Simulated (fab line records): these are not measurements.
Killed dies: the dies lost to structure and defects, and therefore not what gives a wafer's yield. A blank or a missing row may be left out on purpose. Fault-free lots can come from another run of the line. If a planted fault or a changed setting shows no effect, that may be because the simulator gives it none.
Which tool did it? | flow nand_harc | 37 wafers from 13 lots sampled at 4 of the route's 1302 steps

== WHAT EACH GAUGE READ, for each wafer ==
NHARC_HYBRID_BOND_OVL_MEAS_05. Usual: overlay_x_nm 1 nm, standard deviation 33; overlay_y_nm -1 nm, standard deviation 36.
lot  | measured     | on         | overlay_x_nm (nm) | overlay_y_nm (nm) | flag
L791 | day 24 10:49 | overlay-02 | 3 -28 -9          | -20 -13 -15       |
L789 | day 24 10:49 | overlay-01 | -87 -15 -19       | 17 18 42          |
L792 | day 24 10:50 | overlay-02 | 47 -54 6          | -78 50 21         |
L797 | day 26 08:04 | overlay-01 | -4 7 50           | 31 30 -24         |
L795 | day 26 14:14 | overlay-02 | 3 48 24           | 27 6 -10          |
L796 | day 26 18:25 | overlay-02 | 16 -23 7          | -17 51 -16        |
L798 | day 27 09:10 | overlay-02 | -8 21 12          | -6 -16 32         |
L801 | day 28 16:17 | overlay-01 | 2                 | -3                |
L806 | day 31 03:55 | overlay-01 | -52 -20 23        | -22 -32 -100      |
L808 | day 31 11:14 | overlay-02 | 40 -7 -44         | -41 -12 73        |
L809 | day 32 03:10 | overlay-02 | -16 -38 43        | 16 78 -7          |
L810 | day 32 09:52 | overlay-02 | -38 50 31         | 17 -45 72         |
L812 | day 33 13:22 | overlay-01 | 30 42 109         | -18 14 31         |

== WHICH TOOL RAN EACH LOT (tool, then ch and the chambers of the sampled wafers, then the start) ==
lot  | NHARC_A_BONDPAD_PVD_17                  | NHARC_A_BONDPAD_PVD_27                  | NHARC_HYBRID_BOND_ACTIVATE_00
L791 | pvd_sputter-02, day 24 01:25 or earlier | pvd_sputter-02, day 24 01:25 or earlier | rie_diel-09 ch 0,1,3, day 24 01:25
L789 | pvd_sputter-03, day 24 03:12 or earlier | pvd_sputter-03, day 24 03:12 or earlier | rie_diel-07 ch 0,1, day 24 03:12
L792 | pvd_sputter-03, day 24 04:00 or earlier | pvd_sputter-03, day 24 04:00 or earlier | rie_diel-09 ch 1,2,3, day 24 04:00
L797 | pvd_sputter-03, day 26 00:06 or earlier | pvd_sputter-03, day 26 00:06 or earlier | rie_diel-09 ch 0,2, day 26 00:06
L795 | pvd_sputter-03, day 26 02:08 or earlier | pvd_sputter-03, day 26 02:08 or earlier | rie_diel-09 ch 0,1,2, day 26 02:08
L796 | pvd_sputter-01, day 26 09:01 or earlier | pvd_sputter-01, day 26 09:01 or earlier | rie_diel-03 ch 0,2,3, day 26 09:01
L798 | pvd_sputter-01, day 26 23:37 or earlier | pvd_sputter-01, day 26 23:37 or earlier | rie_diel-07 ch 0,1,3, day 26 23:37
L801 | pvd_sputter-01, day 28 06:54 or earlier | pvd_sputter-01, day 28 06:54 or earlier | rie_diel-09 ch 2, day 28 06:54
L806 | pvd_sputter-01, day 30 20:37 or earlier | pvd_sputter-01, day 30 20:37 or earlier | rie_diel-09 ch 0,1,2, day 30 20:37
L808 | pvd_sputter-02, day 31 01:47 or earlier | pvd_sputter-02, day 31 01:47 or earlier | rie_diel-07 ch 1,2,3, day 31 01:47
L809 | pvd_sputter-01, day 31 14:47 or earlier | pvd_sputter-01, day 31 14:47 or earlier | rie_diel-09 ch 0,1,2, day 31 14:47
L810 | pvd_sputter-03, day 31 20:14 or earlier | pvd_sputter-03, day 31 20:14 or earlier | rie_diel-09 ch 0,3, day 31 20:14
L812 | pvd_sputter-03, day 33 04:04 or earlier | pvd_sputter-03, day 33 04:04 or earlier | rie_diel-09 ch 0,3, day 33 04:04
- NHARC_A_BONDPAD_PVD_17: deposits TaN, target thk 5 nm, time 8.06 s.
- NHARC_A_BONDPAD_PVD_27: deposits Cu, target thk 30 nm, time 20.49 s.
- NHARC_HYBRID_BOND_ACTIVATE_00: chemistry N2, time 60 s.

== AS READ BY THE TOOLS THEMSELVES (means over the sampled wafers that have a number; for cases with no such wafer, the mark the record gives instead) ==
NHARC_A_BONDPAD_PVD_17. Usual: 29.7 % for throttle_valve_pct, sd 0.66.
lot  | tool           | throttle_valve_pct (%) | flag
L791 | pvd_sputter-02 | 29.6                   |
L789 | pvd_sputter-03 | 30.4                   |
L792 | pvd_sputter-03 | 30.5                   |
L797 | pvd_sputter-03 | 30.9                   |
L795 | pvd_sputter-03 | 30.3                   |
L796 | pvd_sputter-01 | 29.5                   |
L798 | pvd_sputter-01 | 29.2                   |
L801 | pvd_sputter-01 | 29.7                   |
L806 | pvd_sputter-01 | 30.1                   |
L808 | pvd_sputter-02 | 29.4                   |
L809 | pvd_sputter-01 | 30.0                   |
L810 | pvd_sputter-03 | 30.3                   |
L812 | pvd_sputter-03 | 29.6                   |

NHARC_A_BONDPAD_PVD_27. Usual: 29.7 % for throttle_valve_pct, sd 0.63.
lot  | tool           | throttle_valve_pct (%) | flag
L791 | pvd_sputter-02 | 29.5                   |
L789 | pvd_sputter-03 | 29.8                   |
L792 | pvd_sputter-03 | 30.2                   |
L797 | pvd_sputter-03 | 30.0                   |
L795 | pvd_sputter-03 | 29.9                   |
L796 | pvd_sputter-01 | 29.9                   |
L798 | pvd_sputter-01 | 29.5                   |
L801 | pvd_sputter-01 | 29.7                   |
L806 | pvd_sputter-01 | 29.5                   |
L808 | pvd_sputter-02 | 29.4                   |
L809 | pvd_sputter-01 | 29.9                   |
L810 | pvd_sputter-03 | 30.7                   |
L812 | pvd_sputter-03 | 30.1                   |

NHARC_HYBRID_BOND_ACTIVATE_00. Usual: drypump_motor_current_A 5.7 A, standard deviation 0.52; n2_flow_sccm 200.0 sccm, standard deviation 0.6; oes_product_au 1.000 a.u., standard deviation 0.011; rf_vpp_V 64.1 V, standard deviation 0.89; run_length_s 81.7 s, standard deviation 0.48; showerhead_plenum_p_Torr 1.78 Torr, standard deviation 0.065.
lot  | tool        | drypump_motor_current_A (A) | n2_flow_sccm (sccm) | oes_product_au (a.u.) | rf_vpp_V (V) | run_length_s (s) | showerhead_plenum_p_Torr (Torr) | flag
L791 | rie_diel-09 | 5.6                         | 199.7               | 1.000                 | 64.0         | 81.7             | 1.81                            |
L789 | rie_diel-07 | 6.0                         | 200.0               | 1.006                 | 63.4         | 81.7             | 1.74                            |
L792 | rie_diel-09 | 5.6                         | 200.2               | 0.996                 | 64.6         | 81.9             | 1.82                            |
L797 | rie_diel-09 | 5.7                         | 199.6               | 0.985                 | 64.7         | 81.9             | 1.84                            |
L795 | rie_diel-09 | 5.9                         | 199.5               | 0.989                 | 64.7         | 81.8             | 1.84                            |
L796 | rie_diel-03 | 6.2                         | 200.4               | 1.007                 | 63.4         | 81.0             | 1.70                            |
L798 | rie_diel-07 | 6.0                         | 200.1               | 1.001                 | 64.9         | 81.7             | 1.80                            |
L801 | rie_diel-09 | 5.7                         | 200.4               | 0.990                 | 64.3         | 79.7             | 1.85                            | OFF
L806 | rie_diel-09 | 5.9                         | 200.2               | 1.001                 | 64.1         | 81.9             | 1.84                            |
L808 | rie_diel-07 | 6.1                         | 200.4               | 1.015                 | 64.0         | 81.5             | 1.80                            |
L809 | rie_diel-09 | 5.9                         | 200.5               | 1.003                 | 64.1         | 82.0             | 1.84                            |
L810 | rie_diel-09 | 5.4                         | 200.2               | 0.996                 | 64.6         | 82.1             | 1.79                            |
L812 | rie_diel-09 | 5.2                         | 200.2               | 0.993                 | 64.9         | 82.0             | 1.77                            |

== THE ANSWER, worked out from the rows above alone ==
Rule: a lot counts as off when the mean over its wafers that have a number is more than 3 standard deviations away from the usual mean. Also off: a lot with no number at a reading for which 4 or more lots have one. Where the step has rows for the other lots, those lots are counted as sound. After the gauges, taken in route order, come the tools' own readings; for these a lot's mean is taken, as printed above. At the first step where some lot is off, the reading lying furthest off is the one used; lots without a number count as furthest.
Off: L801, at NHARC_HYBRID_BOND_ACTIVATE_00 (run_length_s).
If a tool, at that step or one of the process steps before it, ran each lot that is off and ran no sound lot following the first of them, it fits. NHARC_A_BONDPAD_PVD_17: start missing for some lots; hours and lot order therefore follow NHARC_HYBRID_BOND_ACTIVATE_00. NHARC_A_BONDPAD_PVD_27: start missing for some lots; hours and lot order therefore follow NHARC_HYBRID_BOND_ACTIVATE_00. Not one of the candidates tried fits.

== WHAT THE SIMULATOR HAD INSERTED ==
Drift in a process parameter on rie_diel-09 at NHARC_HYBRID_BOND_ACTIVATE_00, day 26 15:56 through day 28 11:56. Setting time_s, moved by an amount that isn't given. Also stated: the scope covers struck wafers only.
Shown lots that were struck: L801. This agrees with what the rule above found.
